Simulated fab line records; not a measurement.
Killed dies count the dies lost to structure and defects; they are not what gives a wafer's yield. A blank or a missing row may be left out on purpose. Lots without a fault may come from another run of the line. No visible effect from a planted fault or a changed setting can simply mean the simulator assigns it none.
fab line records + flow n5_finfet
[record]
- lots = 10
- wafers = 30
- last_day = 17
route steps=1938 shown HKMG_FIN@442 BEOL_M4@1111
lots that met no fault: from a run of the same line without faults
start_h: hours from the record's opening day to when the first of the lot's shown wafers began + wait_h: time in hours since the lot's previous step + " same as the row above + L1.1+2: several wafers, shown together as one row + - value missing, or start not given + * or withheld: withheld + < > ~ a bound
route shown NAME@n: a module of which the file shows steps, and the number in the route of the first + usual: mean and standard deviation over wafers with no fault + same: alike in all rows + chamber/n: place in a boat + sites: the reading at each site + _std_site: standard deviation of those values + _edge_site: the outer-site mean with the inner-site mean subtracted + radius_mm: how far each site lies from the wafer's centre + mask NAME#n: copy n + behind: the last tool/chamber to shape the wafer + hold: why the lot was held/for how many hours/how that ended + device: whichever transistor did not switch (one of n, p or np) + end of line: tests of these same wafers at the route's end + a step given without rows: its recipe and nothing more + killed: not the wafer's yield, but the dies lost to structure and defects at the first sort + map: the dies of a wafer, with x for killed, . for not killed, _ for no die there
set.NAME: setting as actually run; set.NAME@STEP: the setting as run at that earlier step + model.NAME: the simulator's own value behind a step, which no gauge read
a sample of lots followed through the steps of the route, with each step as a table and each wafer as a row
services: the hour from which a tool's chamber was out of use, counted from the record's first day as start_h (under 0 if before that day), plus the number of hours and why
[[steps]]
[step N5_HKMG_FIN_ALD_91]
[recipe]
- material = TiN
- target_thk_a = 10
- temp_c = 400
- ald_precursor_family = TiCl4
- ald_co_reactant = NH3
- pulse_time_s = 1
- purge_time_s = 3
- co_reactant_purge_time_s = 2
- co_reactant_pulse_time_s = 2
- ald_cycles = 47
- pressure_torr = 3
[usual]
- heater_power_w = 948/83
- precursor_pulse_height_rel = 1.001/0.021
[same]
- pulse_time_s = 1
| lot.wafer | tool         | chamber | start_h | wait_h | heater_power_w | precursor_pulse_height_rel |
|-----------|--------------|---------|---------|--------|----------------|----------------------------|
| L334.1    | ald_metal-02 | 0       | 77.25   | 0.3    | 907            | 1.016                      |
| L334.3    | "            | 2       | "       | "      | 978            | 0.995                      |
| L334.6    | "            | 0       | "       | "      | 929            | 1.002                      |
| L336.4    | ald_metal-03 | 1       | 88.75   | 0.1    | 1102           | 1.034                      |
| L336.5    | "            | 1       | "       | "      | 1081           | 0.969                      |
| L336.6    | "            | 2       | "       | "      | 929            | 0.992                      |
| L340.3    | ald_metal-02 | 1       | 124.72  | 0.1    | 862            | 0.995                      |
| L340.4    | "            | 3       | "       | "      | 865            | 1.017                      |
| L340.5    | "            | 1       | "       | "      | 866            | 0.991                      |
| L342.3    | ald_metal-03 | 3       | 125.77  | 0.1    | 963            | 0.976                      |
| L342.5    | "            | 0       | "       | "      | 949            | 1.011                      |
| L342.6    | "            | 1       | "       | "      | 1081           | 1.030                      |
| L343.2    | ald_metal-01 | 0       | 136.10  | 0.3    | 1093           | 1.009                      |
| L343.3    | "            | 2       | "       | "      | 1020           | 0.989                      |
| L343.5    | "            | 3       | "       | "      | 955            | 0.991                      |
| L344.2    | ald_metal-01 | 3       | 143.25  | 0.3    | 959            | 1.046                      |
| L344.3    | "            | 0       | "       | "      | 1132           | 0.996                      |
| L344.5    | "            | 0       | "       | "      | 1109           | 1.015                      |
| L347.1    | ald_metal-01 | 3       | 154.02  | 0.3    | 976            | 1.027                      |
| L347.5    | "            | 1       | "       | "      | 823            | 1.004                      |
| L347.6    | "            | 0       | "       | "      | 1140           | 0.977                      |
| L355.2    | ald_metal-03 | 3       | 202.25  | 0.3    | 954            | 1.012                      |
| L355.5    | "            | 0       | "       | "      | 911            | 1.019                      |
| L355.6    | "            | 1       | "       | "      | 1110           | 1.019                      |
| L356.2    | ald_metal-02 | 3       | 211.77  | 0.3    | 874            | 0.999                      |
| L356.4    | "            | 2       | "       | "      | 974            | 1.021                      |
| L356.5    | "            | 2       | "       | "      | 981            | 0.978                      |
| L357.3    | ald_metal-02 | 3       | 218.54  | 0.1    | 879            | 1.013                      |
| L357.4    | "            | 2       | "       | "      | 959            | 1.035                      |
| L357.5    | "            | 0       | "       | "      | 901            | 0.999                      |
[step N5_HKMG_FIN_ALD_71]
[recipe]
- material = TiN
- target_thk_a = 10
- temp_c = 400
- ald_precursor_family = TiCl4
- ald_co_reactant = NH3
- pulse_time_s = 1
- purge_time_s = 3
- co_reactant_purge_time_s = 2
- co_reactant_pulse_time_s = 2
- ald_cycles = 47
- pressure_torr = 3
[usual]
- heater_power_w = 944/85
- precursor_pulse_height_rel = 1.002/0.019
[same]
- pulse_time_s = 1
| lot.wafer | tool         | chamber | start_h | wait_h | heater_power_w | precursor_pulse_height_rel |
|-----------|--------------|---------|---------|--------|----------------|----------------------------|
| L334.1    | ald_metal-01 | 2       | 78.38   | 0.0    | 1003           | 0.992                      |
| L334.3    | "            | 0       | "       | "      | 1116           | 1.005                      |
| L334.6    | "            | 1       | "       | "      | 846            | 1.003                      |
| L336.4    | ald_metal-01 | 3       | 89.90   | 0.0    | 962            | 0.992                      |
| L336.5    | "            | 0       | "       | "      | 1100           | 1.000                      |
| L336.6    | "            | 3       | "       | "      | 963            | 1.000                      |
| L340.3    | ald_metal-02 | 1       | 125.83  | 0.0    | 851            | 0.991                      |
| L340.4    | "            | 0       | "       | "      | 897            | 0.979                      |
| L340.5    | "            | 1       | "       | "      | 861            | 0.990                      |
| L342.3    | ald_metal-02 | 1       | 126.85  | 0.0    | 869            | 0.968                      |
| L342.5    | "            | 1       | "       | "      | 887            | 1.043                      |
| L342.6    | "            | 2       | "       | "      | 952            | 1.001                      |
| L343.2    | ald_metal-02 | 3       | 137.17  | 0.0    | 864            | 0.985                      |
| L343.3    | "            | 0       | "       | "      | 888            | 0.996                      |
| L343.5    | "            | 0       | "       | "      | 890            | 1.007                      |
| L344.2    | ald_metal-03 | 3       | 144.32  | 0.0    | 939            | 0.978                      |
| L344.3    | "            | 2       | "       | "      | 916            | 1.021                      |
| L344.5    | "            | 0       | "       | "      | 921            | 1.026                      |
| L347.1    | ald_metal-01 | 3       | 155.31  | 0.0    | 951            | 0.992                      |
| L347.5    | "            | 2       | "       | "      | 990            | 1.038                      |
| L347.6    | "            | 3       | "       | "      | 961            | 0.984                      |
| L355.2    | ald_metal-02 | 2       | 203.33  | 0.0    | 959            | 1.007                      |
| L355.5    | "            | 1       | "       | "      | 856            | 1.004                      |
| L355.6    | "            | 2       | "       | "      | 954            | 1.020                      |
| L356.2    | ald_metal-03 | 1       | 212.91  | 0.0    | 1101           | 1.009                      |
| L356.4    | "            | 0       | "       | "      | 924            | 0.974                      |
| L356.5    | "            | 0       | "       | "      | 929            | 0.998                      |
| L357.3    | ald_metal-02 | 0       | 219.70  | 0.0    | 909            | 0.990                      |
| L357.4    | "            | 2       | "       | "      | 944            | 1.000                      |
| L357.5    | "            | 3       | "       | "      | 864            | 1.021                      |
[step N5_HKMG_FIN_CMP_23]
[recipe]
- stop_on = SiNx
- t_overpolish_s = 10
- post_cmp_clean = rinse_only
- down_force_psi = 4
- platen_rpm = 50.289
- pad_velocity_m_s = 1.0006
- target_thk_nm = 46.326
[usual]
- edge_zone_pressure_frac = 1.000/0.0046
- motor_current_A = 12.3/0.76
- overpolish_run_s = 10.001/0.01
- time_to_endpoint_s = 12.5/2
| lot.wafer | tool   | chamber | start_h | wait_h | edge_zone_pressure_frac | motor_current_A | overpolish_run_s | time_to_endpoint_s |
|-----------|--------|---------|---------|--------|-------------------------|-----------------|------------------|--------------------|
| L334.1    | cmp-02 | 2       | 80.12   | 0.0    | 0.992                   | 13.2            | 10.014           | 14.1               |
| L334.3    | "      | 1       | "       | "      | 1.000                   | 12.8            | 10.001           | 15.0               |
| L334.6    | "      | 3       | "       | "      | 1.010                   | 11.1            | 10.005           | 12.0               |
| L336.4    | cmp-03 | 3       | 91.82   | 0.2    | 0.992                   | 12.8            | 10.005           | 13.4               |
| L336.5    | "      | 1       | "       | "      | 0.998                   | 14.0            | 10.002           | 11.9               |
| L336.6    | "      | 2       | "       | "      | 0.999                   | 12.0            | 10.003           | 10.7               |
| L340.3    | cmp-03 | 1       | 127.64  | 0.1    | 1.004                   | 13.1            | 9.987            | 12.8               |
| L340.4    | "      | 3       | "       | "      | 1.001                   | 13.0            | 10.005           | 13.6               |
| L340.5    | "      | 0       | "       | "      | 0.994                   | 12.4            | 10.006           | 11.4               |
| L342.3    | cmp-03 | 3       | 128.75  | 0.3    | 1.004                   | 12.6            | 10.001           | 11.6               |
| L342.5    | "      | 2       | "       | "      | 0.998                   | 12.7            | 10.006           | 10.0               |
| L342.6    | "      | 3       | "       | "      | 0.995                   | 13.2            | 9.998            | 13.1               |
| L343.3    | cmp-04 | 3       | 139.19  | 0.2    | 1.006                   | 12.6            | 9.976            | 12.7               |
| L343.2    | "      | 0       | "       | "      | 1.010                   | 11.3            | 10.014           | 10.7               |
| L343.5    | "      | 1       | "       | "      | 1.007                   | 12.4            | 9.992            | 13.4               |
| L344.3    | cmp-04 | 2       | 146.03  | 0.0    | 0.995                   | 11.6            | 10.002           | 10.8               |
| L344.2    | "      | 1       | "       | "      | 0.996                   | 12.6            | 10.009           | 11.0               |
| L344.5    | "      | 3       | "       | "      | 1.001                   | 12.8            | 9.995            | 13.3               |
| L347.1    | cmp-04 | 1       | 157.09  | 0.2    | 0.998                   | 12.9            | 9.985            | 14.6               |
| L347.5    | "      | 3       | "       | "      | 1.006                   | 12.4            | 9.989            | 15.4               |
| L347.6    | "      | 0       | "       | "      | 1.000                   | 10.9            | 10.003           | 9.0                |
| L355.2    | cmp-03 | 2       | 205.03  | 0.1    | 0.997                   | 13.0            | 5.727            | 22.7               |
| L355.6    | "      | 1       | "       | "      | 0.997                   | 13.6            | 6.653            | 21.7               |
| L355.5    | "      | 2       | "       | "      | 1.000                   | 11.9            | 6.617            | 22.2               |
| L356.2    | cmp-03 | 3       | 214.70  | 0.1    | 0.994                   | 12.9            | 4.418            | 24.4               |
| L356.4    | "      | 0       | "       | "      | 0.997                   | 11.8            | 5.918            | 23.0               |
| L356.5    | "      | 3       | "       | "      | 1.007                   | 13.2            | 3.731            | 25.0               |
| L357.3    | cmp-04 | 0       | 221.66  | 0.2    | 1.004                   | 11.1            | 9.989            | 8.8                |
| L357.4    | "      | 1       | "       | "      | 1.005                   | 12.0            | 10.010           | 9.8                |
| L357.5    | "      | 0       | "       | "      | 1.013                   | 10.7            | 10.020           | 10.3               |
[step N5_HKMG_FIN_CMP_94]
[recipe]
- stop_on = SiNx
- post_cmp_clean = w_dilute_nh4oh
- t_overpolish_s = 4.7
- down_force_psi = 4
- platen_rpm = 50.289
- pad_velocity_m_s = 1.0006
- target_thk_nm = 43.299
[usual]
- edge_zone_pressure_frac = 1.000/0.0049
- motor_current_A = 12.4/0.8
| lot.wafer | tool   | chamber | start_h | wait_h | edge_zone_pressure_frac | motor_current_A |
|-----------|--------|---------|---------|--------|-------------------------|-----------------|
| L334.1    | cmp-02 | 2       | 80.60   | 0.4    | 1.001                   | 13.4            |
| L334.3    | "      | 1       | "       | "      | 1.003                   | 13.5            |
| L334.6    | "      | 3       | "       | "      | 0.996                   | 11.7            |
| L336.4    | cmp-03 | 3       | 92.20   | 0.3    | 0.999                   | 13.6            |
| L336.5    | "      | 1       | "       | "      | 1.002                   | 13.9            |
| L336.6    | "      | 2       | "       | "      | 1.005                   | 12.3            |
| L340.3    | cmp-03 | 1       | 128.07  | 0.3    | 0.997                   | 13.5            |
| L340.4    | "      | 3       | "       | "      | 1.008                   | 12.2            |
| L340.5    | "      | 0       | "       | "      | 1.001                   | 12.0            |
| L342.3    | cmp-03 | 3       | 129.18  | 0.3    | 0.997                   | 12.6            |
| L342.5    | "      | 2       | "       | "      | 0.994                   | 12.8            |
| L342.6    | "      | 3       | "       | "      | 1.000                   | 13.4            |
| L343.3    | cmp-04 | 3       | 139.57  | 0.3    | 0.995                   | 12.1            |
| L343.2    | "      | 0       | "       | "      | 1.004                   | 11.0            |
| L343.5    | "      | 1       | "       | "      | 0.995                   | 12.3            |
| L344.3    | cmp-04 | 2       | 146.51  | 0.4    | 1.004                   | 11.9            |
| L344.2    | "      | 1       | "       | "      | 1.000                   | 12.1            |
| L344.5    | "      | 3       | "       | "      | 1.002                   | 11.9            |
| L347.1    | cmp-04 | 1       | 157.47  | 0.3    | 1.002                   | 12.2            |
| L347.5    | "      | 3       | "       | "      | 0.995                   | 12.1            |
| L347.6    | "      | 0       | "       | "      | 1.003                   | 10.4            |
| L355.2    | cmp-03 | 2       | 205.46  | 0.3    | 0.999                   | 11.7            |
| L355.6    | "      | 1       | "       | "      | 0.999                   | 12.9            |
| L355.5    | "      | 2       | "       | "      | 1.005                   | 12.1            |
| L356.2    | cmp-03 | 3       | 215.18  | 0.4    | 0.993                   | 12.2            |
| L356.4    | "      | 0       | "       | "      | 1.007                   | 12.2            |
| L356.5    | "      | 3       | "       | "      | 1.002                   | 12.8            |
| L357.3    | cmp-04 | 0       | 222.09  | 0.3    | 0.992                   | 10.8            |
| L357.4    | "      | 1       | "       | "      | 0.996                   | 12.4            |
| L357.5    | "      | 0       | "       | "      | 0.995                   | 10.9            |
[step N5_BEOL_M4_RC_MEAS_101]
[usual]
- DIBL_N = 37.3/2.3
- DIBL_P = 37.4/2.9
- IOFF_N = 0.18/0.045
- IOFF_P = 0.25/0.054
- ION_N = 679/15
- ION_P = 468/9.7
- SS_N = 71.8/0.62
- SS_P = 73.6/0.76
- VT_N = 248/4.1
- VT_P = -248/3.6
| lot.wafer | tool      | chamber | start_h | wait_h | DIBL_N[mV/V] | DIBL_P[mV/V] | IOFF_N[nA/um] | IOFF_P[nA/um] | ION_N[uA/um] | ION_P[uA/um] | SS_N[mV/dec] | SS_P[mV/dec] | VT_N[mV] | VT_P[mV] |
|-----------|-----------|---------|---------|--------|--------------|--------------|---------------|---------------|--------------|--------------|--------------|--------------|----------|----------|
| L334.1    | prober-02 | 0       | 163.72  | 0.0    | 40.0         | 39.1         | 0.22          | 0.33          | 686          | 470          | 71.7         | 73.7         | 242      | -242     |
| L334.3    | "         | 0       | "       | "      | 36.8         | 35.1         | 0.16          | 0.23          | 680          | 469          | 71.4         | 73.0         | 249      | -248     |
| L334.6    | "         | 0       | "       | "      | 42.1         | 40.9         | 0.27          | 0.35          | 691          | 472          | 72.3         | 74.2         | 243      | -241     |
| L336.4    | prober-02 | 0       | 189.93  | 0.5    | 33.6         | 32.9         | 0.12          | 0.20          | 655          | 456          | 71.0         | 73.3         | 252      | -247     |
| L336.5    | "         | 0       | "       | "      | 32.9         | 33.4         | 0.12          | 0.20          | 667          | 469          | 70.7         | 72.9         | 255      | -248     |
| L336.6    | "         | 0       | "       | "      | 37.0         | 36.0         | 0.18          | 0.24          | 675          | 464          | 71.3         | 73.5         | 247      | -249     |
| L340.3    | prober-02 | 0       | 214.31  | 0.3    | 34.8         | 33.3         | 0.13          | 0.20          | 670          | 466          | 70.5         | 74.2         | 250      | -251     |
| L340.4    | "         | 0       | "       | "      | 36.0         | 36.1         | 0.16          | 0.25          | 673          | 460          | 71.8         | 74.5         | 247      | -249     |
| L340.5    | "         | 0       | "       | "      | 33.0         | 31.3         | 0.11          | 0.18          | 672          | 465          | 70.0         | 73.2         | 253      | -251     |
| L342.3    | prober-02 | 0       | 216.15  | 0.3    | 40.4         | 39.5         | 0.25          | 0.31          | 708          | 483          | 72.6         | 74.4         | 242      | -243     |
| L342.5    | "         | 0       | "       | "      | 38.3         | 36.6         | 0.18          | 0.26          | 667          | 464          | 71.1         | 73.6         | 246      | -245     |
| L342.6    | "         | 0       | "       | "      | 38.9         | 38.0         | 0.20          | 0.27          | 701          | 481          | 72.2         | 73.5         | 245      | -245     |
| L343.2    | prober-02 | 0       | 218.02  | 0.2    | 39.1         | 39.9         | 0.21          | 0.28          | 685          | 467          | 71.8         | 74.1         | 245      | -247     |
| L343.3    | "         | 0       | "       | "      | 38.3         | 37.7         | 0.19          | 0.24          | 680          | 461          | 71.5         | 72.9         | 248      | -249     |
| L343.5    | "         | 0       | "       | "      | 41.6         | 44.0         | 0.27          | 0.34          | 706          | 480          | 73.0         | 75.6         | 244      | -245     |
| L344.2    | prober-01 | 0       | 235.89  | 0.2    | 36.9         | 38.9         | 0.18          | 0.25          | 673          | 462          | 72.5         | 73.3         | 247      | -249     |
| L344.3    | "         | 0       | "       | "      | 32.6         | 32.7         | 0.11          | 0.16          | 675          | 461          | 70.8         | 72.4         | 258      | -254     |
| L344.5    | "         | 0       | "       | "      | 36.2         | 38.4         | 0.19          | 0.25          | 692          | 472          | 72.3         | 73.1         | 246      | -246     |
| L347.1    | prober-02 | 0       | 260.49  | 0.0    | 39.9         | 41.6         | 0.25          | 0.33          | 703          | 481          | 71.6         | 73.8         | 245      | -243     |
| L347.5    | "         | 0       | "       | "      | 33.8         | 33.4         | 0.12          | 0.18          | 675          | 470          | 71.2         | 72.9         | 252      | -251     |
| L347.6    | "         | 0       | "       | "      | 36.5         | 36.2         | 0.15          | 0.22          | 658          | 465          | 71.5         | 73.8         | 253      | -247     |
| L355.2    | prober-02 | 0       | 295.89  | 0.2    | 40.7         | 41.8         | 0.23          | 0.30          | 679          | 467          | 72.8         | 73.9         | 244      | -248     |
| L355.5    | "         | 0       | "       | "      | 35.8         | 35.6         | 0.14          | 0.20          | 662          | 462          | 71.7         | 73.1         | 252      | -252     |
| L355.6    | "         | 0       | "       | "      | 39.5         | 41.2         | 0.22          | 0.28          | 677          | 464          | 73.2         | 74.6         | 246      | -249     |
| L356.2    | prober-01 | 0       | 300.67  | 0.2    | 38.2         | 37.6         | 0.17          | 0.22          | 663          | 455          | 72.4         | 73.6         | 254      | -252     |
| L356.4    | "         | 0       | "       | "      | 38.9         | 41.0         | 0.22          | 0.31          | 688          | 470          | 72.6         | 74.6         | 244      | -246     |
| L356.5    | "         | 0       | "       | "      | 34.8         | 34.9         | 0.12          | 0.19          | 654          | 460          | 71.5         | 73.9         | 257      | -251     |
| L357.3    | prober-02 | 0       | 301.76  | 0.3    | 38.2         | 36.8         | 0.19          | 0.30          | 680          | 476          | 71.5         | 73.7         | 246      | -242     |
| L357.4    | "         | 0       | "       | "      | 37.2         | 36.0         | 0.18          | 0.26          | 681          | 468          | 71.3         | 73.0         | 246      | -246     |
| L357.5    | "         | 0       | "       | "      | 34.7         | 33.0         | 0.13          | 0.21          | 675          | 472          | 71.0         | 72.6         | 251      | -248     |
[[services]]
| tool         | chamber | start_h | hours | kind                           |
|--------------|---------|---------|-------|--------------------------------|
| cmp-02       | -       | 56.64   | 4.6   | pm                             |
| cmp-02       | -       | 72.33   | 2.2   | repair                         |
| ald_metal-02 | -       | 75.77   | 1.0   | repair                         |
| ald_metal-02 | -       | 78.07   | 1.8   | repair                         |
| cmp-02       | -       | 82.17   | 0.3   | repair                         |
| cmp-04       | -       | 92.54   | 5.5   | pm                             |
| cmp-03       | -       | 93.83   | 3.2   | repair                         |
| ald_metal-03 | -       | 95.11   | 6.0   | pm                             |
| cmp-02       | -       | 127.19  | 4.0   | pm                             |
| cmp-04       | -       | 129.22  | 6.5   | pm                             |
| cmp-02       | -       | 131.19  | -     | consumable_replace:conditioner |
| cmp-02       | -       | 131.19  | -     | consumable_replace:pad         |
| ald_metal-02 | -       | 178.07  | 6.0   | pm                             |
| cmp-02       | -       | 179.60  | 1.8   | repair                         |
| cmp-04       | -       | 184.25  | 1.1   | repair                         |
| cmp-04       | -       | 198.19  | 22.5  | repair                         |
| cmp-03       | -       | 221.66  | 4.0   | pm                             |
[[key]]
[first_sign]
- step = N5_HKMG_FIN_CMP_23
- reading = overpolish_run_s
- direction = down
- sigmas = 99+
- usual = 10.001
- struck = 5.511
[effect]
- step = N5_HKMG_FIN_CMP_23
- reading = time_to_endpoint_s
- direction = up
- sigmas = 5.3
- usual = *
- struck = *
met_at N5_HKMG_FIN_CMP_23
struck_lots L355,L356
not_acting_at N5_HKMG_FIN_ALD_91,N5_HKMG_FIN_ALD_71,N5_HKMG_FIN_CMP_94
onset_between 128.75 205.03
[fault]
- kind = process_parameter_drift
- tool = cmp-03
- chamber = -
- onset_h = 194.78
- steps = N5_HKMG_FIN_CMP_23
- channel = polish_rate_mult
- offset = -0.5
- shape = step
- end_h = 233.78
